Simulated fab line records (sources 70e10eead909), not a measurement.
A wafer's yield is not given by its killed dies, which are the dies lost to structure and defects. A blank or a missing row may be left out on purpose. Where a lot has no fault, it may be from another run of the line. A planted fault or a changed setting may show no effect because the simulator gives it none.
A struck lot beside a sound one + flow nand_harc + 15 out of 1159 route steps
Sound: these wafers, L340.2, L340.3, L340.5. Struck: wafer L350.4 (L350.5, L350.6, from the same lot, were not struck and are left out); the cause is given at the end.
Order at every step that has rows: each side's tool, ch and its chambers, its first start. Under that, the readings that differ: sound wafers + struck wafers + difference of the means + sigmas: that difference in standard deviations of wafers without a fault.
alike: same words and numbers on both sides, and readings whose means sit less than 2 such deviations apart. not compared: any withheld reading, any reading some wafer has no value for, any bound like >300 that may hide the same value, and any number with overlapping values for which the record gives no deviation.
The two part at a step that has a row with sigmas, a row that says differs or no value, or rows on one side only. Numbers that don't overlap but have no deviation are shown without sigmas and don't part them. A reading that every wafer of one side lacks parts them only if that side has two wafers or more.

NHARC_A_CONTACT_ETCH_118: etches the open film in C4F8/O2/Ar, time 94 s, target depth 922 nm.
  sound on har_cap_etch-02 ch 0,1, day 17 05:02; struck on har_cap_etch-01 ch 1, day 19 15:38
  alike: oes_air_line_au
  not compared: rf_hours_counter_h, run_length_s
then, 1 step without rows for these wafers: NHARC_A_CONTACT_ETCH_119 (etches the open film in C4F8/O2/Ar, time 94 s, target depth 922 nm).
NHARC_A_CONTACT_ETCH_120: etches the open film in C4F8/O2/Ar, time 94 s, target depth 922 nm.
  sound on har_cap_etch-02 ch 0,1, day 17 05:16; struck on har_cap_etch-01 ch 1, day 19 15:49
  alike: oes_air_line_au
  not compared: rf_hours_counter_h, run_length_s
then, 1 step without rows for these wafers: NHARC_A_CONTACT_ETCH_121 (etches the open film in C4F8/O2/Ar, time 94 s, target depth 922 nm).
NHARC_A_CONTACT_ETCH_122: etches the open film in C4F8/O2/Ar, time 95 s, target depth 930 nm.
  sound on har_cap_etch-02 ch 0,1, day 17 05:31; struck on har_cap_etch-01 ch 1, day 19 15:59
  alike: oes_air_line_au
  not compared: rf_hours_counter_h, run_length_s
then, 1 step without rows for these wafers: NHARC_A_CONTACT_ETCH_123 (etches the open film in C4F8/O2/Ar, time 253 s, target depth 1090 nm).
NHARC_A_CONTACT_ETCH_90: etches the open film in CH3F/O2, target depth 40 nm, time 85.7 s.
  sound on rie_diel-07 ch 0,2,3, day 17 06:20; struck on rie_diel-01 ch 2, day 19 16:46
| reading                     | sound             | struck | difference | sigmas |
|-----------------------------|-------------------|--------|------------|--------|
| drypump_motor_current_A (A) | 5.5 6.1 5.0       | 6.3    | +0.8       | +2     |
| run_length_s (s)            | 106.9 108.0 107.6 | 106.6  | -0.9       | -2     |
  alike: mfc_ar_sccm, oes_product_au, rf_vpp_V, showerhead_plenum_p_Torr, throttle_valve_pct
  not compared: rf_hours_counter_h
NHARC_A_CONTACT_ETCH_96: etches the open film in C4F6/O2, target depth 20 nm, time 10 s.
  sound on rie_diel-07 ch 0,2,3; struck on rie_diel-01 ch 3, day 19 16:55
| reading                | sound                | struck | difference | sigmas |
|------------------------|----------------------|--------|------------|--------|
| throttle_valve_pct (%) | 26.895 26.922 26.905 | 26.877 | -0.030     | -3     |
  alike: c4f6_flow_sccm, drypump_motor_current_A, mfc_ar_sccm, oes_product_au, rf_vpp_V, run_length_s, showerhead_plenum_p_Torr
  not compared: rf_hours_counter_h
NHARC_A_CONTACT_CD_MEAS_53:
  sound on cd_sem-02, day 17 06:32; struck on cd_sem-03, day 19 17:01
| reading    | sound             | struck | difference | sigmas |
|------------|-------------------|--------|------------|--------|
| cd_nm (nm) | 190.8 190.8 190.3 | 187.1  | -3.5       | -4     |
then, 3 steps without rows for these wafers: NHARC_A_CONTACT_STRIP_99 (strips in N2/H2); NHARC_A_CONTACT_STRIP_100 (strips in CF4/CHF3); NHARC_A_CONTACT_STRIP_101 (strips in O2/COS).
NHARC_A_CONTACT_ETCH_102: etches the open film in CF4/O2, target depth 70 nm, overetch 7 nm, time 38.5 s.
  sound on rie_diel-07 ch 1,2, day 17 06:50; struck on rie_diel-07 ch 1, day 19 17:44
| reading          | sound          | struck | difference | sigmas |
|------------------|----------------|--------|------------|--------|
| run_length_s (s) | 59.9 60.1 60.3 | 56.3   | -3.8       | -9     |
  alike: drypump_motor_current_A, mfc_ar_sccm, oes_product_au, rf_vpp_V, showerhead_plenum_p_Torr, throttle_valve_pct
  not compared: rf_hours_counter_h
then, 1 step without rows for these wafers: NHARC_A_CONTACT_STRIP_55 (strips in O2).
-- record jumps: 3 days between struck wafers' starts before vs after; left off in module A_CONTACT, resumes in module END, first step shown is number 1159 of the route --
NHARC_END_SORT_01:
  the record has rows for the struck wafers here (prober-01 ch 0, day 22 10:37) and none for the sound ones

WHERE THEY PART
First at NHARC_A_CONTACT_ETCH_90; last, within this record, at NHARC_END_SORT_01.

WHY: what had been put in by the simulator
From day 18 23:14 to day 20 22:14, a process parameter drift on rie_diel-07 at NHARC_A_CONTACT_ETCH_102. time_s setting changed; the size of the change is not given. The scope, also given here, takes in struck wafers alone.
